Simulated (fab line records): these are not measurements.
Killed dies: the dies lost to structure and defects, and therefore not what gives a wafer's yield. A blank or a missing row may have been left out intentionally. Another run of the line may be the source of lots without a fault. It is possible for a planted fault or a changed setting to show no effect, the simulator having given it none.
Lot-split experiment -- flow n5_finfet -- 39 wafers read from 7 lots, route of 1938 steps

THE SPLIT
At N5_BEOL_M13_DESCUM_33 (chemistry O2, time 7.9 s), the setting time_s was moved away from the recipe's 7.9 s on 18 of the 39 wafers read, by -58.7% to +32.7%. The other wafers ran this setting at the recipe's value.

Between the split and the reading, the file records no step.

THE READING
coat_of_BEOL_M13_COAT_22.thk_nm (the simulator's own value, which no gauge read), in nm, at N5_BEOL_M13_ETCH_67 (etches SiARC in CF4, target depth 143 nm, time 238.3 s). There is no usual value for it anywhere in the file. Here, 21 wafers ran the recipe; their average is 211.5 nm with a standard deviation of 0.75 nm.

wafer,"tool, chamber at the split","time_s as run, s",against the recipe,"coat_of_BEOL_M13_COAT_22.thk_nm, nm",against lot-mates on the recipe
L075.1,"rie_diel-01, 3",7.9,recipe,210.8,-
L075.6,"rie_diel-01, 3",7.9,recipe,210.8,-
L075.2,"rie_diel-01, 1",3.319,-58.0%,213.8,+2.9
L075.3,"rie_diel-01, 0",3.319,-58.0%,212.4,+1.5
L075.4,"rie_diel-01, 1",3.319,-58.0%,211.8,+0.9
L075.5,"rie_diel-01, 0",7.9,recipe,211,-
L074.2,"rie_diel-01, 3",7.9,recipe,210.4,-
L074.3,"rie_diel-01, 0",7.9,recipe,211.2,-
L074.6,"rie_diel-01, 1",7.9,recipe,210.2,-
L080.1,"rie_diel-06, 2",3.263,-58.7%,214.2,+2.7
L080.2,"rie_diel-06, 0,2",3.263,-58.7%,214.2,+2.7
L080.3,"rie_diel-06, 1",7.9,recipe,212,-
L080.4,"rie_diel-06, 3",7.9,recipe,211.4,-
L080.5,"rie_diel-06, 0,2",3.263,-58.7%,214.4,+2.9
L080.6,"rie_diel-06, 3",7.9,recipe,211,-
L079.1,"rie_diel-01, 3",7.9,recipe,213,-
L079.2,"rie_diel-01, 2,1",5.225,-33.9%,213.8,+0.9
L079.3,"rie_diel-01, 2,1",5.225,-33.9%,214,+1.1
L079.4,"rie_diel-01, 0",5.225,-33.9%,214.8,+1.9
L079.5,"rie_diel-01, 2,3",7.9,recipe,212.8,-
L079.6,"rie_diel-01, 2,3",7.9,recipe,212.8,-
L089.1,"rie_diel-01, 3",7.9,recipe,211,-
L089.3,"rie_diel-01, 0",7.9,recipe,211,-
L089.2,"rie_diel-01, 1",4.953,-37.3%,212,+0.9
L089.4,"rie_diel-01, 2",7.9,recipe,211.4,-
L089.5,"rie_diel-01, 0,3",4.953,-37.3%,212.8,+1.7
L089.6,"rie_diel-01, 0,3",4.953,-37.3%,212.6,+1.5
L087.1,"rie_diel-01, 2,1",10.48,+32.7%,210.4,-1.5
L087.5,"rie_diel-01, 2,1",10.48,+32.7%,210.4,-1.5
L087.2,"rie_diel-01, 3",10.48,+32.7%,210.6,-1.3
L087.3,"rie_diel-01, 0",7.9,recipe,212.4,-
L087.4,"rie_diel-01, 1",7.9,recipe,211.8,-
L087.6,"rie_diel-01, 0",7.9,recipe,211.6,-
L090.1,"rie_diel-06, 2",4.491,-43.2%,213.4,+2.0
L090.3,"rie_diel-06, 1",4.491,-43.2%,213.4,+2.0
L090.2,"rie_diel-06, 3",4.491,-43.2%,212.4,+1.0
L090.4,"rie_diel-06, 0",7.9,recipe,211.4,-
L090.5,"rie_diel-06, 3",7.9,recipe,211.6,-
L090.6,"rie_diel-06, 2",7.9,recipe,211.2,-
The file does not say which wafer passed through which chamber wherever a row lists several chambers: such a row stands for several wafers.

FIT RESULTS
A straight line over all 39 wafers: coat_of_BEOL_M13_COAT_22.thk_nm changes by -0.0366 nm for each +1% of time_s; r = -0.76; the points scatter about the line by 0.84 nm.
The same after taking each lot's own level away (the mean of its wafers on the recipe; 39 wafers): -0.04 nm for each +1%; r = -0.93; scatter 0.43 nm.
The reading moves by 2.3 nm for the largest change in time_s, on that fit.
Measured against the standard deviation above, the lots' own levels, which go from 210.60 to 212.87 nm, span 3.0 times it.
So the lot-to-lot level blurs the effect unless lot-mates are compared.
Check: +2.27 nm against its lot-mates is what the line predicts for one of the wafers moved furthest among these (-58.7%) when that wafer is left out of the fit. It came out at +2.73 nm against them.

THE OTHER SPLITS THESE WAFERS WENT THROUGH
These wafers also went through other splits before the reading. Each is held against what the fit with the lots' levels taken away leaves over:
other split on the same wafers,wafers away from the commonest value,r with coat_of_BEOL_M13_COAT_22.thk_nm (lot level and that fit taken away)
N5_BEOL_M6_TRENCH_ETCH_37 time_s,9,+0.16
N5_BEOL_M11_ALD_74 ald_cycles,9,+0.18

THE WHOLE CHAIN: every reading that the file lists as answering this split, in the file's order
step,what it does,reading,change (the file's fit),r (the file's)
N5_BEOL_M13_DESCUM_33,"chemistry O2, time 7.9 s","coat_of_BEOL_M13_COAT_22.thk_nm (the simulator's own value, which no gauge read)",-0.038 nm for each +1% of the setting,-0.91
N5_BEOL_M13_ETCH_67,"etches SiARC in CF4, target depth 143 nm, time 238.3 s","coat_of_BEOL_M13_COAT_22.thk_nm (the simulator's own value, which no gauge read)",-0.0394 nm for each +1% of the setting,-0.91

FILE'S OWN FIT
coat_of_BEOL_M13_COAT_22.thk_nm changes by -0.0394 nm for each +1% of time_s, r = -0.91.
